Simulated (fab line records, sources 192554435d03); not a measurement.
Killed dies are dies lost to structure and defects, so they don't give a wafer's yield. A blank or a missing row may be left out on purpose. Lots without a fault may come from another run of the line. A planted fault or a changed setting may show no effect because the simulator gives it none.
Split-lot experiment | flow n5_finfet | 7 lots, 39 wafers read, on a route of 1938 steps

THE SPLIT
At N5_BEOL_M12_SPUTTER_44 (material Ta, target thk 10 nm, time 16.13 s), the setting time_s was moved away from the recipe's 16.13 s on 18 of the 39 wafers read, by -53.2% to +57.5%. The other wafers ran this setting at the recipe's value.

FROM THE SPLIT TO THE READING: what the file shows between them, 3 steps
- N5_BEOL_M12_SPUTTER_45: material Cu, target thk 80 nm, time 13.33 s
- N5_BEOL_M12_ECD_47: material Cu, target thk 720 nm
- N5_BEOL_M12_ANNEAL_48: time 90 s

THE READING
barrier_field_endpoint_s, in s, at N5_BEOL_M12_CMP_49 (polishes, stops on SiOC, t overpolish 20.6 s, target thk 320 nm). Fault-free wafers of this fab line usually give 30.3 s, standard deviation 0.75 s.

wafer  | tool, chamber at the split | time_s as run, s | against the recipe | barrier_field_endpoint_s, s | against lot-mates on the recipe
L075.2 | pvd_sputter-01, -          | 16.13            | recipe             | 30.4                        | -
L075.4 | pvd_sputter-01, -          | 9.466            | -41.3%             | 25.1                        | -5.1
L075.3 | pvd_sputter-01, -          | 9.466            | -41.3%             | 24.4                        | -5.8
L075.1 | pvd_sputter-01, -          | 16.13            | recipe             | 30.3                        | -
L075.6 | pvd_sputter-01, -          | 9.466            | -41.3%             | 25.5                        | -4.7
L075.5 | pvd_sputter-01, -          | 16.13            | recipe             | 30.0                        | -
L076.4 | pvd_sputter-02, -          | 16.13            | recipe             | 30.2                        | -
L076.3 | pvd_sputter-02, -          | 25.4             | +57.5%             | 37.2                        | +6.9
L076.2 | pvd_sputter-02, -          | 16.13            | recipe             | 30.8                        | -
L076.1 | pvd_sputter-02, -          | 25.4             | +57.5%             | 37.1                        | +6.8
L076.5 | pvd_sputter-02, -          | 25.4             | +57.5%             | 37.0                        | +6.7
L076.6 | pvd_sputter-02, -          | 16.13            | recipe             | 29.9                        | -
L080.1 | pvd_sputter-02, -          | 16.13            | recipe             | 29.6                        | -
L080.4 | pvd_sputter-02, -          | 18.63            | +15.5%             | 32.6                        | +2.4
L080.3 | pvd_sputter-02, -          | 18.63            | +15.5%             | 32.0                        | +1.8
L080.2 | pvd_sputter-02, -          | 16.13            | recipe             | 30.7                        | -
L080.6 | pvd_sputter-02, -          | 16.13            | recipe             | 30.4                        | -
L080.5 | pvd_sputter-02, -          | 18.63            | +15.5%             | 32.6                        | +2.4
L088.3 | pvd_sputter-02, -          | 16.13            | recipe             | 30.9                        | -
L088.1 | pvd_sputter-02, -          | 7.549            | -53.2%             | 24.2                        | -5.5
L088.4 | pvd_sputter-02, -          | 7.549            | -53.2%             | 22.9                        | -6.8
L088.2 | pvd_sputter-02, -          | 16.13            | recipe             | 28.5                        | -
L088.5 | pvd_sputter-02, -          | 7.549            | -53.2%             | 23.1                        | -6.6
L088.6 | pvd_sputter-02, -          | 16.13            | recipe             | 29.8                        | -
L090.2 | pvd_sputter-03, -          | 12.59            | -21.9%             | 27.8                        | -1.8
L090.4 | pvd_sputter-03, -          | 12.59            | -21.9%             | 27.7                        | -1.9
L090.3 | pvd_sputter-03, -          | 16.13            | recipe             | 29.7                        | -
L090.1 | pvd_sputter-03, -          | 12.59            | -21.9%             | 27.1                        | -2.5
L090.5 | pvd_sputter-03, -          | 16.13            | recipe             | 29.7                        | -
L090.6 | pvd_sputter-03, -          | 16.13            | recipe             | 29.3                        | -
L091.4 | pvd_sputter-01, -          | 16.13            | recipe             | 29.8                        | -
L091.3 | pvd_sputter-01, -          | 19.23            | +19.2%             | 33.6                        | +3.7
L091.2 | pvd_sputter-01, -          | 19.23            | +19.2%             | 32.9                        | +3.0
L091.1 | pvd_sputter-01, -          | 16.13            | recipe             | 30.1                        | -
L091.5 | pvd_sputter-01, -          | 19.23            | +19.2%             | 32.3                        | +2.4
L091.6 | pvd_sputter-01, -          | 16.13            | recipe             | 29.7                        | -
L094.1 | pvd_sputter-02, -          | 16.13            | recipe             | 30.2                        | -
L094.3 | pvd_sputter-02, -          | 16.13            | recipe             | 30.7                        | -
L094.6 | pvd_sputter-02, -          | 16.13            | recipe             | 31.0                        | -

THE FIT
A straight line over all 39 wafers: barrier_field_endpoint_s changes by +0.125 s for each +1% of time_s; r = +0.99; the points scatter about the line by 0.55 s.
The same after taking each lot's own level away (the mean of its wafers on the recipe; 39 wafers): +0.121 s for each +1%; r = +0.99; scatter 0.53 s.
On that fit, the largest move of time_s shifts the reading by 7 s.
The lots' own levels span 29.57 to 30.63 s, that is 1.4 times the standard deviation above.
So the lot-to-lot level changes the slope little: the two slopes agree.
Check: with one of the wafers moved furthest among these (+57.5%) left out of the fit, the line predicts +7.11 s for it against its lot-mates. It came out at +6.9 s against them.

OTHER SPLITS ON THESE WAFERS
These wafers also went through other splits before the reading. Each is held against what the fit with the lots' levels taken away leaves over:
other split on the same wafers        | wafers away from the commonest value | r with barrier_field_endpoint_s (lot level and that fit taken away)
N5_ZERO_LAYER_ETCH_18 target_depth_a  | 12                                   | -0.09
N5_FIN_SAQP_DEVELOP_15 develop_time_s | 12                                   | -0.14
N5_HKMG_FIN_ALD_36 ald_cycles         | 18                                   | -0.18
N5_BEOL_M2_ALD_84 ald_cycles          | 9                                    | +0.04
N5_BEOL_M3_CVD_47 target_thk_a        | 18                                   | -0.04
N5_BEOL_M5_HM_DEP_02 target_thk_a     | 15                                   | -0.09
N5_BEOL_M6_DEP_56 target_thk_a        | 12                                   | -0.20
N5_BEOL_M9_DEP_56 time_s              | 12                                   | -0.05

THE WHOLE CHAIN: every reading that the file lists as answering this split, in the file's order
step                   | what it does                                                    | reading                                                                           | change (the file's fit)               | r (the file's)
N5_BEOL_M12_SPUTTER_44 | material Ta, target thk 10 nm, time 16.13 s                     | Ta_of_BEOL_M12_SPUTTER_44.thk_nm (the simulator's own value, which no gauge read) | +0.102 nm for each +1% of the setting | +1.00
N5_BEOL_M12_CMP_49     | polishes, stops on SiOC, t overpolish 20.6 s, target thk 320 nm | barrier_field_endpoint_s                                                          | +0.121 s for each +1% of the setting  | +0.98

THE FILE'S OWN FIT
barrier_field_endpoint_s changes by +0.121 s for each +1% of time_s, r = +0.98.
